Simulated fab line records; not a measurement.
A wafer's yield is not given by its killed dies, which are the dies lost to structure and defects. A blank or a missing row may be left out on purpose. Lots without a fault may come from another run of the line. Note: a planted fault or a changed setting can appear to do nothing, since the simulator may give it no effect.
Matching of chambers || flow n5-finfet || 4 sister chambers for N5_FIN_SAQP_ETCH_51 on rie-diel-01
The step etches SiARC in CF4, target depth 45.5 nm, time 75.8 s. 4 wafers are shown with their chamber, then 10 later ones without.

== WAFERS PAIRED WITH THEIR CHAMBERS ==
{"wafer": "L082.6", "chamber": 1, "showerhead-plenum-p-Torr (Torr)": 2.13}
{"wafer": "L086.5", "chamber": 2, "showerhead-plenum-p-Torr (Torr)": 2.14}
{"wafer": "L087.1", "chamber": 0, "showerhead-plenum-p-Torr (Torr)": 2.27}
{"wafer": "L087.2", "chamber": 3, "showerhead-plenum-p-Torr (Torr)": 2.13}

== WAFERS WITH NO CHAMBER GIVEN ==
{"wafer": "L087.6", "showerhead-plenum-p-Torr (Torr)": 2.13}
{"wafer": "L092.3", "showerhead-plenum-p-Torr (Torr)": 2.27}
{"wafer": "L092.5", "showerhead-plenum-p-Torr (Torr)": 2.14}
{"wafer": "L092.6", "showerhead-plenum-p-Torr (Torr)": 2.13}
{"wafer": "L093.1", "showerhead-plenum-p-Torr (Torr)": 2.26}
{"wafer": "L093.3", "showerhead-plenum-p-Torr (Torr)": 2.12}
{"wafer": "L093.6", "showerhead-plenum-p-Torr (Torr)": 2.27}
{"wafer": "L094.1", "showerhead-plenum-p-Torr (Torr)": 2.26}
{"wafer": "L094.3", "showerhead-plenum-p-Torr (Torr)": 2.13}
{"wafer": "L094.4", "showerhead-plenum-p-Torr (Torr)": 2.12}

== EACH ONE'S CHAMBER ==
{"wafer": "L087.6", "from the rows above": "can't be placed: 1 or 3 or 2", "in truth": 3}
{"wafer": "L092.3", "from the rows above": 0, "in truth": 0}
{"wafer": "L092.5", "from the rows above": "can't be placed: 2 or 1 or 3", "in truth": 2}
{"wafer": "L092.6", "from the rows above": "can't be placed: 1 or 3 or 2", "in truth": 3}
{"wafer": "L093.1", "from the rows above": 0, "in truth": 0}
{"wafer": "L093.3", "from the rows above": "can't be placed: 1 or 3 or 2", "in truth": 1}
{"wafer": "L093.6", "from the rows above": 0, "in truth": 0}
{"wafer": "L094.1", "from the rows above": 0, "in truth": 0}
{"wafer": "L094.3", "from the rows above": "can't be placed: 1 or 3 or 2", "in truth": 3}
{"wafer": "L094.4", "from the rows above": "can't be placed: 1 or 3 or 2", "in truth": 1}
Placed correctly: 4 of 10. These rows do not allow placing 6 (true chamber among the candidates in 6). 0 placed wrongly.
How it was worked out, from the rows above alone: a wafer's distance from a chamber is the root of the sum, over the readings, of the square of ((its reading less the chamber's mean) divided by the reading's scatter). If the next closest chamber is less than 2 further off than the closest, the wafer can't be placed; otherwise it belongs to the closest. Each chamber's mean is taken over the wafers shown for it. The scatter (one wafer shown for each chamber): square how far every hidden wafer sits from the nearest shown wafer, average those squares and take the square root.
